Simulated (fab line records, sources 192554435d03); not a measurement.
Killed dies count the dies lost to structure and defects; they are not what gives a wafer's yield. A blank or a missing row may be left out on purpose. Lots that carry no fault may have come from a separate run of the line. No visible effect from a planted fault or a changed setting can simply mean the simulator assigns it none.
Split-lot study    flow n5-finfet    21 wafers read across 7 lots, on a route 1938 steps long

## ON THE SPLIT
At N5_FIN_CUT_ETCH_21 (etches SOC in N2/H2, target depth 219 nm, overetch 43.8 nm, time 523.5 s), the setting time-s was moved away from the recipe's 523.5 s on 7 of the 21 wafers read, by -7.9% to +17.7%. All remaining wafers had this setting at the recipe value.

The reading is taken at the split's own step.

## THE READING
SiARC_of_FIN_CUT_COAT_19.thk-nm (the simulator's own value, which no gauge read), in nm, at N5_FIN_CUT_ETCH_21 (etches SOC in N2/H2, target depth 219 nm, overetch 43.8 nm, time 523.5 s). No usual value for it is given in the file. Average 11.9 nm, standard deviation 0.2 nm, over the 14 wafers here run with the recipe.

wafer   tool, chamber at the split  time-s as run, s  against the recipe  SiARC_of_FIN_CUT_COAT_19.thk-nm, nm  against lot-mates on the recipe
L078.1  rie-diel-03, 1,0            523.5             recipe              11.8                                 -
L078.5  rie-diel-03, 1,0            523.5             recipe              11.8                                 -
L078.2  rie-diel-03, 0              523.5             recipe              12                                   -
L080.2  rie-diel-04, 0,2            523.5             recipe              11.6                                 -
L080.3  rie-diel-04, 0,2            523.5             recipe              11.6                                 -
L080.4  rie-diel-04, 3              523.5             recipe              11.8                                 -
L081.1  rie-diel-05, 2,0            523.5             recipe              12                                   -
L081.4  rie-diel-05, 2,0            523.5             recipe              12                                   -
L081.2  rie-diel-05, 1              523.5             recipe              12.4                                 -
L082.1  rie-diel-05, 3              583.2             +11.4%              11                                   -1.0
L082.5  rie-diel-05, 3              583.2             +11.4%              11                                   -1.0
L082.2  rie-diel-05, 2              523.5             recipe              12                                   -
L087.2  rie-diel-05, 2              482.1             -7.9%               12.6                                 +0.8
L087.4  rie-diel-05, 3              482.1             -7.9%               12.4                                 +0.6
L087.5  rie-diel-05, 3              523.5             recipe              11.8                                 -
L089.2  rie-diel-03, 1              523.5             recipe              12                                   -
L089.3  rie-diel-03, 0              595.1             +13.7%              10.8                                 -1.1
L089.5  rie-diel-03, 1              523.5             recipe              11.8                                 -
L094.1  rie-diel-03, 1              523.5             recipe              12                                   -
L094.2  rie-diel-03, 3              616.4             +17.7%              10                                   -2.0
L094.6  rie-diel-03, 0              616.4             +17.7%              10.6                                 -1.4
The file does not say which wafer passed through which chamber wherever a row lists several chambers: such a row stands for several wafers.

THE FIT
A straight line over all 21 wafers: SiARC_of_FIN_CUT_COAT_19.thk-nm changes by -0.0844 nm for each +1% of time-s; r = -0.95; the points scatter about the line by 0.2 nm.
The same after taking each lot's own level away (the mean of its wafers on the recipe; 21 wafers): -0.0909 nm for each +1%; r = -0.98; scatter 0.15 nm.
That fit puts the effect of the largest move of time-s on the reading at 1.6 nm.
Across the lots, their own levels run from 11.67 to 12.13 nm, a range of 2.4 times the standard deviation given above.
Hence the lot-to-lot level has little effect on the slope; both slopes agree.
Check: for one of the wafers moved furthest among these (+17.7%), held out of the fit, the line's prediction against its lot-mates is -1.47 nm. It came out at -2 nm against them.

## ADDITIONAL SPLITS CARRIED BY THESE WAFERS
Before the reading, these wafers also passed through other splits. Each is held against what the fit with the lots' levels taken away leaves over:
other split on the same wafers  wafers away from the commonest value  r with SiARC_of_FIN_CUT_COAT_19.thk-nm (lot level and that fit taken away)
N5_FIN_SAQP_COAT_50 spin-rpm    5                                     -0.02
N5_FIN_CUT_EXPOSE_05 dose-mj    6                                     +0.19

## FILE'S OWN FIT
SiARC_of_FIN_CUT_COAT_19.thk-nm changes by -0.0895 nm for each +1% of time-s, r = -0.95.
